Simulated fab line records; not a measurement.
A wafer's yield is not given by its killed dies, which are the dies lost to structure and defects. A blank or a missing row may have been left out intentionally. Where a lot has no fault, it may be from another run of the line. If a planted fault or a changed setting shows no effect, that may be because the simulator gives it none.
fab line records + flow n5Finfet
record:
- lots: 7
- wafers: 39
route steps=1938 shown BEOL_M11@1536 BEOL_M12@1602
startH: hours from the record's opening day to when the first of the lot's shown wafers began + waitH: hours elapsed since this lot's preceding step + " the same as in the row above + L1.1+2: one row covering several wafers at once + - value missing, or start not given + * or withheld: withheld + < > ~ a bound
route shown NAME@n: a module of which the file shows steps, and the number in the route of the first + usual: average and standard deviation across the fault-free wafers + same: alike in all rows + chamber/n: place in a boat + sites: the reading at each site + _std_site: standard deviation across them + _edge_site: outer sites' mean less inner sites' + radiusMm: how far each site lies from the wafer's centre + mask NAME#n: copy n + behind: the most recent tool/chamber to have shaped the wafer + hold: why the lot was held/for how many hours/how that ended + device: the n, p or np transistor that did not switch + end of line: the tests these same wafers got at the end of their route + a step with no rows: only its recipe + killed: at the first sort, the dies lost to defects and structure; wafer yield is something else + map: shows each die of a wafer: x if killed, . if not, _ if none is there
set.NAME: the setting the step ran with; set.NAME@STEP: the setting that earlier step ran with + model.NAME: the simulator's own value behind a step, which no gauge read
lots where settings were altered on purpose, with a table for each step and a row for each wafer
== steps ==
step: N5_BEOL_M11_ILD_DEP_00
recipe:
- material: SiCOH_lowk
- targetThkA: 3085.1
- tempC: 300
- precursor: DEMS/porogen
- pressureTorr: 5
- rfW: 500
- timeS: 58
| lot.wafer | tool     | chamber | startH | waitH | set.targetThkA | model.SiCOH_lowk_of_BEOL_M11_ILD_DEP_00.thkNm |
|-----------|----------|---------|--------|-------|----------------|-----------------------------------------------|
| L079.1    | pecvd-04 | 0       | 261.58 | 0.0   | 1554           | 152.8                                         |
| L079.2    | "        | 2       | "      | "     | 3085.1         | 303.4                                         |
| L079.3    | "        | 0       | "      | "     | 1554           | 154.4                                         |
| L079.4    | "        | 2       | "      | "     | 1554           | 155.4                                         |
| L079.5    | "        | 0       | "      | "     | 3085.1         | 314.2                                         |
| L079.6    | "        | 2       | "      | "     | 3085.1         | 310.2                                         |
| L085.1    | pecvd-03 | 2       | 303.39 | 0.0   | 3085.1         | 307.6                                         |
| L085.2    | "        | 1       | "      | "     | 3085.1         | 307.8                                         |
| L085.3    | "        | 2       | "      | "     | 2223           | 226.8                                         |
| L085.4    | "        | 1       | "      | "     | 3085.1         | 314.6                                         |
| L085.5    | "        | 2       | "      | "     | 2223           | 225.8                                         |
| L085.6    | "        | 1       | "      | "     | 2223           | 228                                           |
| L088.1    | pecvd-01 | 1       | 303.50 | 0.0   | 3085.1         | 307.6                                         |
| L088.2    | "        | 0       | "      | "     | 3085.1         | 311                                           |
| L088.3    | "        | 2       | "      | "     | 4891           | 487.6                                         |
| L088.4    | "        | 1       | "      | "     | 3085.1         | 306.8                                         |
| L088.5+6  | "        | 2,0     | "      | "     | 4891           | 493.4                                         |
| L089.1+2  | pecvd-04 | 1,2     | 324.96 | 0.0   | 3085.1         | 305.2                                         |
| L089.3    | "        | 0       | "      | "     | 4105           | 406.2                                         |
| L089.4    | "        | 2       | "      | "     | 3085.1         | 308                                           |
| L089.5    | "        | 1       | "      | "     | 4105           | 413.8                                         |
| L089.6    | "        | 0       | "      | "     | 4105           | 409.8                                         |
| L094.1    | pecvd-03 | 1       | 355.74 | 0.0   | 4092           | 407.2                                         |
| L094.2    | "        | 2       | "      | "     | 4092           | 404.6                                         |
| L094.3    | "        | 0       | "      | "     | 3085.1         | 310.6                                         |
| L094.4    | "        | 2       | "      | "     | 3085.1         | 314.2                                         |
| L094.5    | "        | 1       | "      | "     | 3085.1         | 313                                           |
| L094.6    | "        | 0       | "      | "     | 4092           | 417                                           |
| L097.1    | pecvd-04 | 1       | 357.65 | 0.0   | 1323           | 133.8                                         |
| L097.2    | "        | 2       | "      | "     | 1323           | 131.6                                         |
| L097.3    | "        | 0       | "      | "     | 3085.1         | 306                                           |
| L097.4    | "        | 0       | "      | "     | 1323           | 130                                           |
| L097.5    | "        | 2       | "      | "     | 3085.1         | 309                                           |
| L097.6    | "        | 1       | "      | "     | 3085.1         | 314                                           |
| L096.4    | pecvd-03 | 1       | 369.23 | 0.1   | 3085.1         | 311.6                                         |
| L096.5    | "        | 2       | "      | "     | 3085.1         | 309.8                                         |
| L096.6    | "        | 0       | "      | "     | 3085.1         | 311                                           |
step: N5_BEOL_M11_CURE_71
recipe:
- tempC: 385
- timeS: 240
- ambient: He/Ar
- material: SiCOH_lowk
| lot.wafer | tool      | chamber | startH | waitH | set.targetThkA@BEOL_M11_ILD_DEP_00 | model.SiCOH_lowk_of_BEOL_M11_ILD_DEP_00.thkNm |
|-----------|-----------|---------|--------|-------|------------------------------------|-----------------------------------------------|
| L079.1    | uvCure-01 | 1       | 261.76 | 0.2   | 1554                               | 131.6                                         |
| L079.2    | "         | 1       | "      | "     | 3085.1                             | 263.4                                         |
| L079.3    | "         | 1       | "      | "     | 1554                               | 133                                           |
| L079.4    | "         | 1       | "      | "     | 1554                               | 133.8                                         |
| L079.5    | "         | 1       | "      | "     | 3085.1                             | 273                                           |
| L079.6    | "         | 1       | "      | "     | 3085.1                             | 269.4                                         |
| L085.1    | uvCure-02 | 1       | 303.82 | 0.4   | 3085.1                             | 267.2                                         |
| L085.2    | "         | 1       | "      | "     | 3085.1                             | 267.4                                         |
| L085.3    | "         | 1       | "      | "     | 2223                               | 196                                           |
| L085.4    | "         | 1       | "      | "     | 3085.1                             | 273.4                                         |
| L085.5    | "         | 1       | "      | "     | 2223                               | 195.2                                         |
| L085.6    | "         | 1       | "      | "     | 2223                               | 197                                           |
| L088.1    | uvCure-01 | 0       | 304.06 | 0.5   | 3085.1                             | 267.2                                         |
| L088.2    | "         | 0       | "      | "     | 3085.1                             | 270.2                                         |
| L088.3    | "         | 0       | "      | "     | 4891                               | 427.8                                         |
| L088.4    | "         | 0       | "      | "     | 3085.1                             | 266.4                                         |
| L088.5+6  | "         | 0       | "      | "     | 4891                               | 433                                           |
| L089.1+2  | uvCure-02 | 2       | 325.09 | 0.1   | 3085.1                             | 265.2                                         |
| L089.3    | "         | 2       | "      | "     | 4105                               | 354.8                                         |
| L089.4    | "         | 2       | "      | "     | 3085.1                             | 267.6                                         |
| L089.5    | "         | 2       | "      | "     | 4105                               | 361.6                                         |
| L089.6    | "         | 2       | "      | "     | 4105                               | 358                                           |
| L094.1    | uvCure-02 | 0       | 355.81 | 0.0   | 4092                               | 355.8                                         |
| L094.2    | "         | 0       | "      | "     | 4092                               | 353.4                                         |
| L094.3    | "         | 0       | "      | "     | 3085.1                             | 269.8                                         |
| L094.4    | "         | 0       | "      | "     | 3085.1                             | 273                                           |
| L094.5    | "         | 0       | "      | "     | 3085.1                             | 272                                           |
| L094.6    | "         | 0       | "      | "     | 4092                               | 364.4                                         |
| L097.1    | uvCure-03 | 2       | 357.73 | 0.0   | 1323                               | 115.2                                         |
| L097.2    | "         | 2       | "      | "     | 1323                               | 113.2                                         |
| L097.3    | "         | 2       | "      | "     | 3085.1                             | 265.8                                         |
| L097.4    | "         | 2       | "      | "     | 1323                               | 111.8                                         |
| L097.5    | "         | 2       | "      | "     | 3085.1                             | 268.6                                         |
| L097.6    | "         | 2       | "      | "     | 3085.1                             | 272.8                                         |
| L096.4    | uvCure-03 | 0       | 369.52 | 0.3   | 3085.1                             | 270.8                                         |
| L096.5    | "         | 0       | "      | "     | 3085.1                             | 269.2                                         |
| L096.6    | "         | 0       | "      | "     | 3085.1                             | 270.2                                         |
step: N5_BEOL_M11_THK_MEAS_01
recipe:
- reads: SiCOH_lowk_of_BEOL_M11_ILD_DEP_00
usual:
- M11_ILD_THK: 268/3.3
| lot.wafer | tool         | chamber | startH | waitH | set.targetThkA@BEOL_M11_ILD_DEP_00 | M11_ILD_THK[nm] |
|-----------|--------------|---------|--------|-------|------------------------------------|-----------------|
| L079.1    | filmMetro-02 | -       | 262.28 | 0.4   | 1554                               | 132             |
| L079.2    | "            | -       | "      | "     | 3085.1                             | 264             |
| L079.3    | "            | -       | "      | "     | 1554                               | 133             |
| L079.4    | "            | -       | "      | "     | 1554                               | 134             |
| L079.5    | "            | -       | "      | "     | 3085.1                             | 273             |
| L079.6    | "            | -       | "      | "     | 3085.1                             | 270             |
| L085.1    | filmMetro-01 | -       | 304.33 | 0.4   | 3085.1                             | 267             |
| L085.2    | "            | -       | "      | "     | 3085.1                             | 267             |
| L085.3    | "            | -       | "      | "     | 2223                               | 196             |
| L085.4    | "            | -       | "      | "     | 3085.1                             | 273             |
| L085.5    | "            | -       | "      | "     | 2223                               | 195             |
| L085.6    | "            | -       | "      | "     | 2223                               | 197             |
| L088.1    | filmMetro-01 | -       | 304.57 | 0.4   | 3085.1                             | 267             |
| L088.2    | "            | -       | "      | "     | 3085.1                             | 270             |
| L088.3    | "            | -       | "      | "     | 4891                               | 428             |
| L088.4    | "            | -       | "      | "     | 3085.1                             | 266             |
| L088.5    | "            | -       | "      | "     | 4891                               | 433             |
| L088.6    | "            | -       | "      | "     | 4891                               | 433             |
| L089.1    | filmMetro-01 | -       | 325.60 | 0.4   | 3085.1                             | 265             |
| L089.2    | "            | -       | "      | "     | 3085.1                             | 265             |
| L089.3    | "            | -       | "      | "     | 4105                               | 355             |
| L089.4    | "            | -       | "      | "     | 3085.1                             | 268             |
| L089.5    | "            | -       | "      | "     | 4105                               | 361             |
| L089.6    | "            | -       | "      | "     | 4105                               | 358             |
| L094.1    | filmMetro-02 | -       | 356.33 | 0.4   | 4092                               | 356             |
| L094.2    | "            | -       | "      | "     | 4092                               | 353             |
| L094.3    | "            | -       | "      | "     | 3085.1                             | 270             |
| L094.4    | "            | -       | "      | "     | 3085.1                             | 273             |
| L094.5    | "            | -       | "      | "     | 3085.1                             | 272             |
| L094.6    | "            | -       | "      | "     | 4092                               | 364             |
| L097.1    | filmMetro-01 | -       | 358.25 | 0.4   | 1323                               | 115             |
| L097.2    | "            | -       | "      | "     | 1323                               | 113             |
| L097.3    | "            | -       | "      | "     | 3085.1                             | 266             |
| L097.4    | "            | -       | "      | "     | 1323                               | 112             |
| L097.5    | "            | -       | "      | "     | 3085.1                             | 268             |
| L097.6    | "            | -       | "      | "     | 3085.1                             | 273             |
| L096.4    | filmMetro-01 | -       | 369.79 | 0.2   | 3085.1                             | 271             |
| L096.5    | "            | -       | "      | "     | 3085.1                             | 269             |
| L096.6    | "            | -       | "      | "     | 3085.1                             | 270             |
step: N5_BEOL_M12_ILD_DEP_00
recipe:
- material: SiOC
- targetThkA: 6589.2
- tempC: 350
- precursor: DEMS/O2
- pressureTorr: 5
- rfW: 500
- timeS: 130.7
| lot.wafer | tool     | chamber | startH | waitH | set.timeS | model.SiOC_of_BEOL_M12_ILD_DEP_00.thkNm |
|-----------|----------|---------|--------|-------|-----------|-----------------------------------------|
| L079.1    | pecvd-04 | 0       | 270.86 | 0.0   | 130.7     | 650.6                                   |
| L079.2    | "        | 1       | "      | "     | 171.3     | 845.8                                   |
| L079.3    | "        | 2       | "      | "     | 171.3     | 868                                     |
| L079.4    | "        | 1       | "      | "     | 130.7     | 658.8                                   |
| L079.5    | "        | 0       | "      | "     | 130.7     | 660                                     |
| L079.6    | "        | 2       | "      | "     | 171.3     | 879.2                                   |
| L085.1    | pecvd-03 | 1       | 311.21 | 0.0   | 130.7     | 663.8                                   |
| L085.2    | "        | 2       | "      | "     | 130.7     | 658.8                                   |
| L085.3    | "        | 0       | "      | "     | 194.4     | 971.8                                   |
| L085.4    | "        | 2       | "      | "     | 194.4     | 986.6                                   |
| L085.5    | "        | 0       | "      | "     | 130.7     | 668.2                                   |
| L085.6    | "        | 1       | "      | "     | 194.4     | 993.8                                   |
| L088.1    | pecvd-03 | 2       | 314.60 | 0.0   | 130.7     | 648.4                                   |
| L088.2    | "        | 1       | "      | "     | 105.6     | 527.4                                   |
| L088.3    | "        | 0       | "      | "     | 130.7     | 649                                     |
| L088.4    | "        | 0       | "      | "     | 105.6     | 535                                     |
| L088.5    | "        | 1       | "      | "     | 130.7     | 662.2                                   |
| L088.6    | "        | 2       | "      | "     | 105.6     | 526.8                                   |
| L089.1    | pecvd-02 | 0       | 331.81 | 0.0   | 94.11     | 471.4                                   |
| L089.2    | "        | 2       | "      | "     | 94.11     | 475                                     |
| L089.3    | "        | 1       | "      | "     | 130.7     | 647.6                                   |
| L089.4    | "        | 0       | "      | "     | 130.7     | 665.8                                   |
| L089.5    | "        | 1       | "      | "     | 94.11     | 470.6                                   |
| L089.6    | "        | 2       | "      | "     | 130.7     | 654.8                                   |
| L097.1    | pecvd-03 | 0       | 368.90 | 0.0   | 81.9      | 408.4                                   |
| L097.2    | "        | 2       | "      | "     | 81.9      | 401.4                                   |
| L097.3    | "        | 1       | "      | "     | 130.7     | 650.4                                   |
| L097.4    | "        | 0       | "      | "     | 130.7     | 653.8                                   |
| L097.5    | "        | 1       | "      | "     | 81.9      | 424.8                                   |
| L097.6    | "        | 2       | "      | "     | 130.7     | 655                                     |
| L094.1    | pecvd-02 | 0       | 369.28 | 0.0   | 130.7     | 649.2                                   |
| L094.2    | "        | 1       | "      | "     | 183.9     | 924.2                                   |
| L094.3    | "        | 2       | "      | "     | 130.7     | 661                                     |
| L094.4    | "        | 1       | "      | "     | 183.9     | 935.2                                   |
| L094.5    | "        | 2       | "      | "     | 130.7     | 664                                     |
| L094.6    | "        | 0       | "      | "     | 183.9     | 938.8                                   |
| L096.4    | pecvd-02 | 1       | 377.97 | 0.1   | 130.7     | 657.8                                   |
| L096.5    | "        | 0       | "      | "     | 130.7     | 659.4                                   |
| L096.6    | "        | 2       | "      | "     | 130.7     | 656                                     |
step: N5_BEOL_M12_THK_MEAS_01
recipe:
- reads: SiOC_of_BEOL_M12_ILD_DEP_00
usual:
- M12_ILD_THK: 659/8.6
| lot.wafer | tool         | chamber | startH | waitH | set.timeS@BEOL_M12_ILD_DEP_00 | M12_ILD_THK[nm] |
|-----------|--------------|---------|--------|-------|-------------------------------|-----------------|
| L079.1    | filmMetro-02 | -       | 271.00 | 0.1   | 130.7                         | 651             |
| L079.2    | "            | -       | "      | "     | 171.3                         | 846             |
| L079.3    | "            | -       | "      | "     | 171.3                         | 868             |
| L079.4    | "            | -       | "      | "     | 130.7                         | 659             |
| L079.5    | "            | -       | "      | "     | 130.7                         | 661             |
| L079.6    | "            | -       | "      | "     | 171.3                         | 879             |
| L085.1    | filmMetro-01 | -       | 311.34 | 0.1   | 130.7                         | 664             |
| L085.2    | "            | -       | "      | "     | 130.7                         | 659             |
| L085.3    | "            | -       | "      | "     | 194.4                         | 972             |
| L085.4    | "            | -       | "      | "     | 194.4                         | 986             |
| L085.5    | "            | -       | "      | "     | 130.7                         | 668             |
| L085.6    | "            | -       | "      | "     | 194.4                         | 993             |
| L088.1    | filmMetro-02 | -       | 314.73 | 0.1   | 130.7                         | 648             |
| L088.2    | "            | -       | "      | "     | 105.6                         | 527             |
| L088.3    | "            | -       | "      | "     | 130.7                         | 649             |
| L088.4    | "            | -       | "      | "     | 105.6                         | 535             |
| L088.5    | "            | -       | "      | "     | 130.7                         | 662             |
| L088.6    | "            | -       | "      | "     | 105.6                         | 527             |
| L089.1    | filmMetro-02 | -       | 331.95 | 0.1   | 94.11                         | 471             |
| L089.2    | "            | -       | "      | "     | 94.11                         | 475             |
| L089.3    | "            | -       | "      | "     | 130.7                         | 648             |
| L089.4    | "            | -       | "      | "     | 130.7                         | 666             |
| L089.5    | "            | -       | "      | "     | 94.11                         | 471             |
| L089.6    | "            | -       | "      | "     | 130.7                         | 655             |
| L097.1    | filmMetro-01 | -       | 369.03 | 0.1   | 81.9                          | 408             |
| L097.2    | "            | -       | "      | "     | 81.9                          | 401             |
| L097.3    | "            | -       | "      | "     | 130.7                         | 650             |
| L097.4    | "            | -       | "      | "     | 130.7                         | 654             |
| L097.5    | "            | -       | "      | "     | 81.9                          | 425             |
| L097.6    | "            | -       | "      | "     | 130.7                         | 655             |
| L094.1    | filmMetro-01 | -       | 369.41 | 0.1   | 130.7                         | 649             |
| L094.2    | "            | -       | "      | "     | 183.9                         | 925             |
| L094.3    | "            | -       | "      | "     | 130.7                         | 661             |
| L094.4    | "            | -       | "      | "     | 183.9                         | 936             |
| L094.5    | "            | -       | "      | "     | 130.7                         | 664             |
| L094.6    | "            | -       | "      | "     | 183.9                         | 939             |
| L096.4    | filmMetro-01 | -       | 378.05 | 0.0   | 130.7                         | 658             |
| L096.5    | "            | -       | "      | "     | 130.7                         | 660             |
| L096.6    | "            | -       | "      | "     | 130.7                         | 655             |
step: N5_BEOL_M12_COAT_58
recipe:
- resist: BARC
- tempC: 205
- timeS: 60
- spinRpm: 1500
- resistThkNm: 89
step: N5_BEOL_M12_COAT_04
recipe:
- spinRpm: 1625
- resistThkNm: 400
step: N5_BEOL_M12_DESCUM_15
recipe:
- chemistry: O2
- timeS: 7.9
- sourcePowerW: 50
- biasPowerW: 20
- pressureMtorr: 20
- rfFrequencyHz: 2.712e+07
- tempC: 40
- o2FlowSccm: 225
step: N5_BEOL_M12_ETCH_59
recipe:
- chemistry: N2/H2
- target: BARC
- targetDepthA: 890
- overetchA: 267
- timeS: 67.9
- ionEnergyEv: 200
- pressureMtorr: 30
- sourceW: 840
- biasW: 150
- n2FlowSccm: 200
- h2FlowSccm: 200
step: N5_BEOL_M12_VIA_ETCH_16
recipe:
- chemistry: C4F8/O2/Ar
- target: SiOC
- pressureMtorr: 30
- sourceW: 3000
- biasW: 700
- Ar_flow_sccm: 400
- C4F8_flow_sccm: 15
- O2_flow_sccm: 8
- heInnerTorr: 15
- heOuterTorr: 30
- targetDepthA: 7248
- timeS: withheld
- ionEnergyEv: 250
- ends: cleared
| lot.wafer | tool       | chamber | startH | waitH | set.timeS@BEOL_M12_ILD_DEP_00 | model.etch.depthNm | model.coat_of_BEOL_M12_COAT_04.thkNm |
|-----------|------------|---------|--------|-------|-------------------------------|--------------------|--------------------------------------|
| L079.1    | rieDiel-03 | 0       | 271.47 | 0.0   | *                             | 650.6              | 125.2                                |
| L079.2    | "          | 3       | "      | "     | *                             | 845.7              | 65.8                                 |
| L079.3    | "          | 2       | "      | "     | *                             | 867.9              | 61.2                                 |
| L079.4    | "          | 3       | "      | "     | *                             | 658.9              | 122.2                                |
| L079.5    | "          | 0       | "      | "     | *                             | 659.9              | 122.2                                |
| L079.6    | "          | 2       | "      | "     | *                             | 879.1              | 58                                   |
| L085.1    | rieDiel-03 | 2       | 311.82 | 0.0   | *                             | 663.7              | 123.4                                |
| L085.2    | "          | 0       | "      | "     | *                             | 658.8              | 126                                  |
| L085.3    | "          | 3       | "      | "     | *                             | 971.8              | 32.4                                 |
| L085.4    | "          | 1       | "      | "     | *                             | 986.6              | 30                                   |
| L085.5    | "          | 3       | "      | "     | *                             | 668.2              | 122.4                                |
| L085.6    | "          | 0       | "      | "     | *                             | 993.9              | 27.6                                 |
| L088.1    | rieDiel-04 | 2       | 315.33 | 0.0   | *                             | 648.4              | 124                                  |
| L088.2    | "          | 3       | "      | "     | *                             | 527.4              | 161.8                                |
| L088.3    | "          | 1       | "      | "     | *                             | 648.9              | 123.8                                |
| L088.4    | "          | 0       | "      | "     | *                             | 534.9              | 161.4                                |
| L088.5    | "          | 2       | "      | "     | *                             | 662.2              | 119.4                                |
| L088.6    | "          | 3       | "      | "     | *                             | 526.9              | 160.6                                |
| L089.1    | rieDiel-03 | 0       | 332.42 | 0.0   | *                             | 471.4              | 179                                  |
| L089.2    | "          | 3       | "      | "     | *                             | 475.1              | 175.4                                |
| L089.3    | "          | 2       | "      | "     | *                             | 647.6              | 126.8                                |
| L089.4    | "          | 1       | "      | "     | *                             | 665.9              | 122.6                                |
| L089.5    | "          | 0       | "      | "     | *                             | 470.6              | 179.8                                |
| L089.6    | "          | 1       | "      | "     | *                             | 654.9              | 126.8                                |
| L097.1    | rieDiel-04 | 2       | 369.55 | 0.0   | *                             | 408.4              | 193.8                                |
| L097.2    | "          | 3       | "      | "     | *                             | 401.5              | 199.2                                |
| L097.3    | "          | 0       | "      | "     | *                             | 650.4              | 127.6                                |
| L097.4    | "          | 1       | "      | "     | *                             | 653.9              | 121.6                                |
| L097.5    | "          | 2       | "      | "     | *                             | 424.8              | 187.8                                |
| L097.6    | "          | 3       | "      | "     | *                             | 654.9              | 123.4                                |
| L094.1    | rieDiel-03 | 1       | 369.94 | 0.0   | *                             | 649.3              | 125.6                                |
| L094.2    | "          | 3       | "      | "     | *                             | 924.3              | 45                                   |
| L094.3    | "          | 0       | "      | "     | *                             | 661                | 123.2                                |
| L094.4    | "          | 2       | "      | "     | *                             | 935.2              | 41                                   |
| L094.5    | "          | 3       | "      | "     | *                             | 663.9              | 120.4                                |
| L094.6    | "          | 2       | "      | "     | *                             | 938.7              | 40                                   |
| L096.4    | rieDiel-06 | 1       | 378.62 | 0.1   | *                             | 657.7              | 125.4                                |
| L096.5    | "          | 3       | "      | "     | *                             | 659.5              | 125.2                                |
| L096.6    | "          | 2       | "      | "     | *                             | 656.1              | 126.6                                |
step: N5_BEOL_M12_STRIP_63
recipe:
- chemistry: N2/H2
- powerW: 1000
- tempC: 250
- h2Frac: 0.65
- overashFraction: 0.3
- pressureMtorr: 1000
- n2FlowSccm: 1750
- h2FlowSccm: 3250
usual:
- oesProductAu: 0.693/0.0049
- stripTimeToEndpointS: 42.6/0.89
| lot.wafer | tool           | chamber | startH | waitH | set.timeS@BEOL_M12_ILD_DEP_00 | oesProductAu | stripTimeToEndpointS |
|-----------|----------------|---------|--------|-------|-------------------------------|--------------|----------------------|
| L079.1    | plasmaAsher-01 | 0       | 271.67 | -     | 130.7                         | 0.694        | 43.1                 |
| L079.2    | "              | 1       | "      | "     | 171.3                         | 0.675        | 26.5                 |
| L079.3    | "              | 1       | "      | "     | 171.3                         | 0.668        | 25.0                 |
| L079.4    | "              | 0       | "      | "     | 130.7                         | 0.701        | 42.2                 |
| L079.5    | "              | 1       | "      | "     | 130.7                         | 0.691        | 42.3                 |
| L079.6    | "              | 0       | "      | "     | 171.3                         | 0.666        | 24.0                 |
| L085.1    | plasmaAsher-02 | 0       | 312.01 | -     | 130.7                         | 0.691        | 42.6                 |
| L085.2    | "              | 1       | "      | "     | 130.7                         | 0.688        | 43.3                 |
| L085.3    | "              | 0       | "      | "     | 194.4                         | 0.650        | 15.9                 |
| L085.4    | "              | 1       | "      | "     | 194.4                         | 0.630        | 15.1                 |
| L085.5    | "              | 0       | "      | "     | 130.7                         | 0.681        | 42.4                 |
| L085.6    | "              | 1       | "      | "     | 194.4                         | 0.632        | 14.2                 |
| L088.1    | plasmaAsher-02 | 1       | 315.53 | -     | 130.7                         | 0.692        | 42.8                 |
| L088.2    | "              | 0       | "      | "     | 105.6                         | 0.705        | 52.7                 |
| L088.3    | "              | 1       | "      | "     | 130.7                         | 0.692        | 42.7                 |
| L088.4    | "              | 0       | "      | "     | 105.6                         | 0.706        | 52.6                 |
| L088.5    | "              | 1       | "      | "     | 130.7                         | 0.695        | 41.5                 |
| L088.6    | "              | 0       | "      | "     | 105.6                         | 0.700        | 52.4                 |
| L089.1    | plasmaAsher-02 | 1       | 332.62 | -     | 94.11                         | 0.724        | 57.2                 |
| L089.2    | "              | 0       | "      | "     | 94.11                         | 0.713        | 56.3                 |
| L089.3    | "              | 1       | "      | "     | 130.7                         | 0.693        | 43.5                 |
| L089.4    | "              | 0       | "      | "     | 130.7                         | 0.693        | 42.4                 |
| L089.5    | "              | 1       | "      | "     | 94.11                         | 0.722        | 57.4                 |
| L089.6    | "              | 0       | "      | "     | 130.7                         | 0.694        | 43.5                 |
| L097.1    | plasmaAsher-02 | 1       | 369.74 | -     | 81.9                          | 0.760        | 61.0                 |
| L097.2    | "              | 0       | "      | "     | 81.9                          | 0.770        | 62.4                 |
| L097.3    | "              | 1       | "      | "     | 130.7                         | 0.701        | 43.7                 |
| L097.4    | "              | 0       | "      | "     | 130.7                         | 0.700        | 42.1                 |
| L097.5    | "              | 1       | "      | "     | 81.9                          | 0.741        | 59.5                 |
| L097.6    | "              | 0       | "      | "     | 130.7                         | 0.695        | 42.6                 |
| L094.1    | plasmaAsher-01 | 0       | 370.14 | -     | 130.7                         | 0.686        | 43.2                 |
| L094.2    | "              | 1       | "      | "     | 183.9                         | 0.663        | 20.0                 |
| L094.3    | "              | 1       | "      | "     | 130.7                         | 0.702        | 42.5                 |
| L094.4    | "              | 0       | "      | "     | 183.9                         | 0.661        | 18.7                 |
| L094.5    | "              | 1       | "      | "     | 130.7                         | 0.697        | 41.8                 |
| L094.6    | "              | 0       | "      | "     | 183.9                         | 0.659        | 18.4                 |
| L096.4    | plasmaAsher-01 | 0       | 378.75 | -     | 130.7                         | 0.699        | 43.1                 |
| L096.5    | "              | 0       | "      | "     | 130.7                         | 0.695        | 43.1                 |
| L096.6    | "              | 1       | "      | "     | 130.7                         | 0.689        | 43.4                 |
== key ==
split:
- step: N5_BEOL_M11_ILD_DEP_00
- setting: targetThkA
- stated: 3085.1
- by: wafer
response:
- step: N5_BEOL_M11_ILD_DEP_00
- reading: model.SiCOH_lowk_of_BEOL_M11_ILD_DEP_00.thkNm
- change: +3.1
- per: 1%
- r: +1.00
response:
- step: N5_BEOL_M11_CURE_71
- reading: model.SiCOH_lowk_of_BEOL_M11_ILD_DEP_00.thkNm
- change: +2.74
- per: 1%
- r: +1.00
response:
- step: N5_BEOL_M11_THK_MEAS_01
- reading: M11_ILD_THK
- change: +2.74
- per: 1%
- r: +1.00
split:
- step: N5_BEOL_M12_ILD_DEP_00
- setting: timeS
- stated: 130.7
- by: wafer
response:
- step: N5_BEOL_M12_ILD_DEP_00
- reading: model.SiOC_of_BEOL_M12_ILD_DEP_00.thkNm
- change: +6.6
- per: 1%
- r: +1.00
response:
- step: N5_BEOL_M12_THK_MEAS_01
- reading: M12_ILD_THK
- change: +6.6
- per: 1%
- r: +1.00
response:
- step: N5_BEOL_M12_VIA_ETCH_16
- reading: model.etch.depthNm
- change: +6.6
- per: 1%
- r: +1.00
response:
- step: N5_BEOL_M12_VIA_ETCH_16
- reading: model.coat_of_BEOL_M12_COAT_04.thkNm
- change: -1.94
- per: 1%
- r: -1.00
response:
- step: N5_BEOL_M12_STRIP_63
- reading: oesProductAu
- change: -0.00102
- per: 1%
- r: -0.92
response:
- step: N5_BEOL_M12_STRIP_63
- reading: stripTimeToEndpointS
- change: *
- per: 1%
- r: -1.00
